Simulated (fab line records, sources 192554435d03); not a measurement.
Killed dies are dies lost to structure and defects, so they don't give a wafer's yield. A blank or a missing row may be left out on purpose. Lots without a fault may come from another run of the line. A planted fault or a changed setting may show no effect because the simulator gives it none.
Chamber matching | flow n5_finfet | N5_SDB_CMP_30 on cmp-03: 4 sister chambers
The step polishes, stops on poly-Si, t overpolish 1.54 s, target thk 30 nm. 4 wafers are shown with their chamber, then 9 later ones without.

WAFERS WITH THEIR CHAMBER
wafer  | chamber | head_pressure_psi (psi)
L085.1 | 0       | 4.153
L085.3 | 3       | 4.158
L089.5 | 1       | 4.141
L089.6 | 2       | 4.156

WAFERS WITHOUT THEIR CHAMBER
wafer  | head_pressure_psi (psi)
L091.2 | 4.128
L091.3 | 4.154
L091.5 | 4.151
L093.1 | 4.151
L093.2 | 4.142
L093.6 | 4.142
L095.1 | 4.156
L095.5 | 4.142
L095.6 | 4.152

WHICH CHAMBER EACH WENT THROUGH
wafer  | from the rows above               | in truth
L091.2 | 1                                 | 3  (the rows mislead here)
L091.3 | can't be placed: 0 or 2 or 3      | 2
L091.5 | can't be placed: 0 or 2 or 3 or 1 | 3
L093.1 | can't be placed: 0 or 2 or 3 or 1 | 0
L093.2 | 1                                 | 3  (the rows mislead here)
L093.6 | 1                                 | 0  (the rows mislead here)
L095.1 | can't be placed: 2 or 3 or 0      | 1
L095.5 | 1                                 | 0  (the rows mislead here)
L095.6 | can't be placed: 0 or 2 or 3      | 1
Placed correctly: 0 of 9. Can't be placed from these rows: 5 (the true chamber is among the candidates in 3). Placed wrongly: 4.
How it was worked out, from the rows above alone: a wafer's distance from a chamber is the root of the sum, over the readings, of the square of ((its reading less the chamber's mean) divided by the reading's scatter). The wafer belongs to the nearest chamber; if the next one is less than 2 further off, it can't be placed. A chamber's mean is the mean of its shown wafers. The scatter: with one shown wafer a chamber, the root of the mean of the squares of how far each hidden wafer lies from its nearest shown one.
